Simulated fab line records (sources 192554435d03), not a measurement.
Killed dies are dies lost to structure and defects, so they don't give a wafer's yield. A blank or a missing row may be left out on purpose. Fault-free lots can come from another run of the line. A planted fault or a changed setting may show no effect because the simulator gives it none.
fab line records -- flow n5_finfet
record: lots: 3, wafers: 9, last_day: 15
route steps=1938 shown BEOL_M8@1368 BEOL_M9@1401 PASSIVATION@1936
lots untouched by any fault: they come from a run of this same line in which no faults occurred
start_h: the number of hours between the record's first day and the start of the first shown wafer of the lot -- wait_h: hours elapsed since this lot's preceding step -- " same as the row above -- L1.1+2: a single row standing in for several wafers -- - value missing, or start not given -- * or withheld: withheld -- < > ~ a bound
route shown NAME@n: names a module that has steps shown in the file, with the first one's number in the route -- usual: average and standard deviation across the fault-free wafers -- same: alike in all rows -- chamber/n: place in a boat -- sites: per-site readings -- _std_site: standard deviation across them -- _edge_site: inner sites' mean taken away from outer sites' mean -- radius_mm: how far each site lies from the wafer's centre -- mask NAME#n: copy n -- behind: tool/chamber where the wafer was last shaped -- hold: reason for holding the lot/hours on hold/outcome of the hold -- device: whichever transistor did not switch (one of n, p or np) -- end of line: tests of these same wafers at the route's end -- a step without rows: its recipe alone -- killed: count of dies lost to structure and defects at first sort (not the wafer's yield) -- map: a wafer's dies, x killed, . not, _ none there
set.NAME: the setting that was run; set.NAME@STEP: the one run at that earlier step -- model.NAME: the simulator's own value behind a step, which no gauge read
a table for each step, a row for each wafer; lots at some steps of the route
services: the hour from which a tool's chamber was out of use, counted from the record's first day as start_h (under 0 if before that day), plus the number of hours and why
== steps ==
step: N5_BEOL_M8_DESCUM_33
recipe: chemistry: O2, time_s: 7, source_power_w: 50, bias_power_w: 20, pressure_mtorr: 20, rf_frequency_hz: 2.712e+07, temp_c: 40, resist: CAR-EUV, o2_flow_sccm: 225
step: N5_BEOL_M8_ETCH_72
recipe: chemistry: N2/H2, target: underlayer, target_depth_a: 65, mask_material: CAR-EUV, time_s: 5.2, ion_energy_ev: 200, pressure_mtorr: 30, source_w: 840, bias_w: 150, n2_flow_sccm: 200, h2_flow_sccm: 200, ends: cleared
step: N5_BEOL_M8_ETCH_65
recipe: chemistry: CF4, target: SiARC, target_depth_a: 156, mask_material: CAR-EUV, time_s: 26, ion_energy_ev: 80, pressure_mtorr: 40, source_w: 545, bias_w: 36, Ar_flow_sccm: 100, cf4_flow_sccm: 100, ends: cleared
step: N5_BEOL_M8_ETCH_66
recipe: chemistry: N2/H2, target: SOC, target_depth_a: 800, overetch_a: 160, mask_material: SiARC, temp_c: 40, time_s: 120, ion_energy_ev: 200, pressure_mtorr: 30, source_w: 840, bias_w: 150, n2_flow_sccm: 200, h2_flow_sccm: 200
step: N5_BEOL_M8_STRIP_69
recipe: chemistry: N2/H2, temp_c: 40, n2_flow_sccm: 200, h2_flow_sccm: 200, rf_frequency_hz: 6e+07
step: N5_BEOL_M8_STRIP_73
recipe: chemistry: N2/H2, temp_c: 40, n2_flow_sccm: 200, h2_flow_sccm: 200, rf_frequency_hz: 6e+07
step: N5_BEOL_M8_VIA_ETCH_34
recipe: chemistry: C4F6/O2, target: SiCOH_lowk, target_depth_a: 1255, mask_material: SOC, taper_deg: 4, time_s: 50.5, ion_energy_ev: 250, pressure_mtorr: 30, source_w: 345, bias_w: 185, Ar_flow_sccm: 300, C4F6_flow_sccm: 10, O2_flow_sccm: 10
step: N5_BEOL_M8_STRIP_76
recipe: chemistry: C4F6/O2, resist: SiARC, rf_frequency_hz: 6e+07
step: N5_BEOL_M8_STRIP_36
recipe: chemistry: N2/H2, power_w: 450, temp_c: 40, pressure_mtorr: 20, rf_frequency_hz: 6e+07, overash_fraction: 0.3, bias_power_w: 7, h2_frac: 0.5, n2_flow_sccm: 200, h2_flow_sccm: 200
step: N5_BEOL_M8_TRENCH_ETCH_37
recipe: chemistry: C4F6/O2, target_depth_a: 934.78, target: SiCOH_lowk, time_s: 31.2, ion_energy_ev: 250, pressure_mtorr: 30, source_w: 345, bias_w: 185, Ar_flow_sccm: 300, C4F6_flow_sccm: 10, O2_flow_sccm: 10
step: N5_BEOL_M8_ETCH_41
recipe: chemistry: CH3F/O2, target: SiCN, target_depth_a: 319, taper_deg: 2, time_s: 57.8, ion_energy_ev: 120, mask_material: TiN, pressure_mtorr: 30, source_w: 395, bias_w: 75, Ar_flow_sccm: 150, CH3F_flow_sccm: 30, O2_flow_sccm: 20
usual: drypump_motor_current_A: 5.8/0.36, oes_product_au: 0.79/0.077, rf_vpp_V: 296.7/1.6, showerhead_plenum_p_Torr: 1.97/0.068, throttle_valve_pct: 16.31/0.3
lot.wafer,tool,chamber,start_h,wait_h,drypump_motor_current_A,oes_product_au,rf_hours_counter_h,rf_vpp_V,showerhead_plenum_p_Torr,throttle_valve_pct
L555.2,rie_diel-03,0,261.71,-,5.1,0.87,32,296.4,1.95,16.15
L555.3,rie_diel-03,2,261.71,-,5.5,0.74,173,297.8,2.07,16.68
L555.5,rie_diel-03,0,261.71,-,5.0,0.88,-,295.8,1.95,16.14
L557.1,rie_diel-01,3,271.18,-,5.8,0.75,157,296.3,1.91,16.53
L557.3,rie_diel-01,2,271.18,-,6.2,0.68,243,296.9,1.97,16.35
L557.4,rie_diel-01,0,271.18,-,6.0,0.79,134,296.3,1.91,16.02
L559.2,rie_diel-03,2,296.83,-,5.5,0.74,186,300.2,2.07,16.72
L559.3,rie_diel-03,1,296.83,-,6.4,0.86,54,294.1,1.95,15.96
L559.5,rie_diel-03,2,296.83,-,5.5,0.73,-,299.1,2.07,16.72
step: N5_BEOL_M8_STRIP_80
recipe: chemistry: N2/H2, time_s: 10, power_w: 450, temp_c: 40, pressure_mtorr: 20, rf_frequency_hz: 6e+07, bias_power_w: 7, n2_flow_sccm: 200, h2_flow_sccm: 200
step: N5_BEOL_M8_HM_STRIP_39
recipe: chemistry: peroxide_tin_strip, material: TiN, target_depth_a: 250, temp_c: 50, time_s: 158
step: N5_BEOL_M8_SRD_40
recipe: time_s: 30, temp_c: 23, rinse_liquid: diw, dry: ipa_marangoni
step: N5_BEOL_M8_PRECLEAN_42
recipe: chemistry: residue_remover, time_s: 60, temp_c: 40
step: N5_BEOL_M8_SRD_43
recipe: time_s: 30, temp_c: 23, rinse_liquid: diw, dry: ipa_marangoni
step: N5_BEOL_M8_CURE_75
recipe: temp_c: 370, time_s: 120, ambient: DMADMS/He, material: SiCOH_lowk
step: N5_BEOL_M8_DEGAS_44
recipe: ambient: vacuum, temp_c: 250, time_s: 60
step: N5_BEOL_M8_PRE_CLEAN_45
recipe: gas: H2/He, time_s: 30, temp_c: 250
step: N5_BEOL_M8_ALD_77
recipe: material: TaN, target_thk_a: 20, temp_c: 275, ald_precursor_family: PDMAT, ald_co_reactant: NH3, pressure_torr: 3, carrier_flow_sccm: 1500, pulse_time_s: 2, purge_time_s: 3, co_reactant_purge_time_s: 2, co_reactant_pulse_time_s: 3, ald_cycles: 40, precursor_vessel_temp_c: 75, precursor_vessel_pressure_torr: 26.25, precursor_vessel_carrier_sccm: 1000
step: N5_BEOL_M8_SURFACE_TREAT_79
recipe: gas: Ar, time_s: *, ion_energy_ev: *, ion_current_ma_cm2: 0.5, pressure_mtorr: *, ar_flow_sccm: 30
step: N5_BEOL_M8_CVD_78
recipe: material: Co, target_thk_a: 20, temp_c: withheld, precursor: CCTBA/H2, pressure_torr: 30, time_s: 142.3
step: N5_BEOL_M8_SPUTTER_48
recipe: material: Cu, target_thk_a: 100, temp_c: -20, bias_v: 60, power_w: 26000, chamber_pressure_pa: 0.13, time_s: 1.667
step: N5_BEOL_M8_ECD_50
recipe: material: Cu, target_thk_a: 3000
step: N5_BEOL_M8_ANNEAL_51
recipe: temp_c: 225, time_s: 90, ambient: N2
step: N5_BEOL_M8_CMP_52
recipe: stop_on: SiCOH_lowk, t_overpolish_s: 6.9, down_force_psi: 1, platen_rpm: 50, clearing_platen_down_force_psi: 1.5, clearing_platen_rpm: 50, post_cmp_clean: cu_alkaline, target_thk_nm: 80, clearing_platen_pad_velocity_m_s: 0.99484, pad_velocity_m_s: 0.99484
step: N5_BEOL_M8_PRE_CLEAN_55
recipe: gas: NH3, time_s: 15, temp_c: withheld, rf_power_w: 300
step: N5_BEOL_M8_DEP_56
recipe: material: SiCN, target_thk_a: 100, temp_c: withheld, precursor: 3MS/NH3, pressure_torr: 3, rf_w: 202, time_s: 17.5
step: N5_BEOL_M9_ILD_DEP_00
recipe: material: SiCOH_lowk, target_thk_a: 3085.1, temp_c: 300, precursor: DEMS/porogen, pressure_torr: 5, rf_w: 500, time_s: 58
step: N5_BEOL_M9_CURE_71
recipe: temp_c: 385, time_s: 240, ambient: He/Ar, material: SiCOH_lowk
step: N5_BEOL_M9_PECVD_70
recipe: material: SiO2, target_thk_a: 200, temp_c: 400, precursor: TEOS/O2, pressure_torr: 5.5, rf_w: 450, teos_flow_sccm: 53.8, gas: O2, flow_sccm: 3000, time_s: 22.7
step: N5_BEOL_M9_HM_DEP_02
recipe: material: TiN, target_thk_a: 200, temp_c: 25, chamber_pressure_pa: 0.49996
step: N5_BEOL_M9_COAT_59
recipe: resist: SOC, temp_c: 250, time_s: 60, spin_rpm: 1500, resist_thk_nm: 100
step: N5_BEOL_M9_COAT_60
recipe: resist: SiARC, temp_c: 220, time_s: 60, spin_rpm: 1500, resist_thk_nm: 30
step: N5_PASSIVATION_PROBE_49
usual: defect_limited_yield: 91.2/1.5, killed_at_M0_to_M3: 32/9.6, killed_at_M4_up: 13/5.3, killed_at_contacts: 13/6.7, killed_at_front_end: 42/11, killed_at_other: 3.8/2.9, killed_dies: 103/17, killed_on_rim: 14/4.4, killed_open: 67/13, killed_short: 35/7.9, sort_bin_5_function: 5.2/0.94, sort_bin_6_memory: 3.3/0.64, sort_n_pass: 1077/17, sort_yield_pct: 91.2/1.5
same: gross_dies: 1180, killed_at_back_side: 0, sort_bin_4_leakage[%]: 0, sort_bin_8_speed[%]: 0
lot.wafer,tool,chamber,start_h,wait_h,defect_limited_yield[%],killed_at_M0_to_M3,killed_at_M4_up,killed_at_contacts,killed_at_front_end,killed_at_other,killed_dies,killed_on_rim,killed_open,killed_short,sort_bin_5_function[%],sort_bin_6_memory[%],sort_n_pass,sort_yield_pct[%]
L557.1,prober-01,-,346.16,0.0,90.0,32,12,4,61,9,118,7,79,31,6.2,3.0,1062,90.0
L557.3,prober-01,-,346.26,0.1,90.3,25,17,5,59,9,115,15,75,38,5.4,4.0,1065,90.3
L557.4,prober-01,-,346.31,0.2,91.5,16,19,3,54,8,100,12,60,40,4.7,3.6,1080,91.5
L559.2,prober-01,-,367.08,0.1,85.8,38,83,10,32,5,168,22,55,36,9.0,3.7,1012,85.8
L559.5,prober-01,-,367.23,0.2,85.3,17,92,9,46,9,173,29,61,25,10.0,2.7,1007,85.3
killed by level:class
L557.1 STI_FIN_REVEAL:geometric_particle:open=18 FIN_SAQP:geometric_particle:short=8 FIN_SAQP:geometric_particle:open=8 BEOL_M0_SAQP:geometric_particle:short=8 BEOL_M1:geometric_particle:open=8 BEOL_M0_SAQP:geometric_particle:open=7 HKMG_FIN:area_etch=7 DUMMY_GATE:geometric_particle:open=6
L557.3 STI_FIN_REVEAL:geometric_particle:open=14 FIN_SAQP:geometric_particle:short=11 BEOL_M1:geometric_particle:open=10 FIN_SAQP:geometric_particle:open=8 ILD0:geometric_particle:short=7 BEOL_M5:geometric_particle:open=6 GATE_CUT:geometric_particle:open=4 ILD0:geometric_particle:open=4
L557.4 BEOL_M4:geometric_particle:open=12 STI_FIN_REVEAL:geometric_particle:open=10 DUMMY_GATE:geometric_particle:open=8 FIN_SAQP:geometric_particle:open=6 GATE_CUT:geometric_particle:short=5 STARTING-WAFER:geometric_particle:short=5 FIN_SAQP:geometric_particle:short=4 BEOL_M0_SAQP:geometric_particle:short=4
L559.2 BEOL_M8:unspecified=77 STI_FIN_REVEAL:geometric_particle:open=8 MOL_CONTACT_COAG:geometric_particle:open=8 BEOL_M3:geometric_particle:open=8 STI_FIN_REVEAL:geometric_particle:short=5 DUMMY_GATE:geometric_particle:open=5 GATE_CUT:geometric_particle:open=5 BEOL_M0:geometric_particle:short=5
L559.5 BEOL_M8:unspecified=85 STI_FIN_REVEAL:geometric_particle:open=12 DUMMY_GATE:geometric_particle:open=12 BEOL_M3:geometric_particle:open=8 MOL_CONTACT_COAG:geometric_particle:open=7 FIN_SAQP:geometric_particle:short=5 GATE_CUT:geometric_particle:short=5 BEOL_M4:geometric_particle:open=4
map L559.5 (x killed, . not)
_________________...........x________________
______________.x................_____________
___________..x.....................__________
__________.........................._________
________.x...x..................x.xxx._______
_______.....x.......x.............x.x.x______
______............x.............xxxxxxxx_____
_____.........x......x.........x.xxxxxxxx____
____...x...............x.......xxxxxxxxxxx___
___.............x...............xxxxxxxxxxx__
___.............x...............xx.xxxxxxxx__
__.......x....................xxxxx.xxxxxxxx_
__x...............xx...............xxxxxxxx._
_................................xxxxxxxxxx..
_......................x..............xxx.x..
_.........x........................x.........
_.x..x....................x......x...........
_............................................
_..x..x....x.x.x.............................
_.........................x............x.....
_.xx......x...........x.x..x...............x.
__........x..x.................x..x........._
__....x...........x....xx..........x.x......_
___..........x.....x......x................__
___x.......................................__
____......x.....x..............xx..x....x.___
_____.x......x......................x..x.____
______............x.................x.x._____
_______........x........x..x.x..x......______
________.x..x.......x.x...x........x.._______
__________.........................._________
___________....x.....x........x....__________
______________........x........._____________
_________________.....x......________________
map L555.2 (x killed, . not)
_________________....x.......________________
______________.x...............x_____________
___________..............x.....xxx.__________
__________.x.......x..........x....x_________
________....x.........x..x..x........._______
_______...............................x______
______.....x........x...........x......._____
_____.............x...xx.............x..x____
____....................................x.___
___................x.........x............x__
___....x.............x.x...................__
__........x.x................x..x.x.x....x.._
__......................x...x.......x...x..._
_.x..........................x.....x.........
_x.....x.....................................
_.....x................x..............x.x....
_......x.x..x.....x..........x...........x..x
_..........................x..x.x..x......x..
_.......x..x.x...x....x..x..x.....x.......x..
_...xx......................................x
_...x.................................x.....x
__x......................x...x.......x......_
__............x.....x...x.............x....._
___x..x.x........x........................x__
___x.....x...........x..x.x.xx.......x.....__
____...................................x..___
_____...x...x.....x...........x..x...x..x____
______...x..............x..............._____
_______xx....x.........................______
________....x.............x.x........._______
__________x...................x....._________
___________....................x...__________
______________x..........x......_____________
_________________......x...x.________________
== services ==
tool,chamber,start_h,hours,kind
rie_diel-01,1,244.09,-,clean
rie_diel-01,1,244.09,-,consumable_replace:focus_ring
rie_diel-01,1,244.09,13.9,scheduled_down
rie_diel-01,1,244.09,13.9,vent_cycle
rie_diel-01,2,290.57,-,clean
rie_diel-01,2,290.57,-,consumable_replace:focus_ring
rie_diel-01,2,290.57,21.6,scheduled_down
rie_diel-01,2,290.57,21.6,vent_cycle
== key ==
first_sign: step: N5_PASSIVATION_PROBE_49, reading: killed_at_M4_up, direction: up, sigmas: 14, usual: 13, struck: 88
effect: step: N5_PASSIVATION_PROBE_49, reading: killed_dies, direction: up, sigmas: 3.9, usual: 103, struck: 170
more_kills_born_at: N5_BEOL_M8_ETCH_41@rie_diel-03: 162
met_at N5_BEOL_M8_ETCH_41
struck_wafers L559.2,L559.5
onset_between 261.71 296.83
fault: kind: chamber_particle_source, tool: rie_diel-03, chamber: 2, onset_h: 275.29, steps: N5_BEOL_M8_ETCH_41, rate_per_visit_cm2: 0.48507, end_h: 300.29
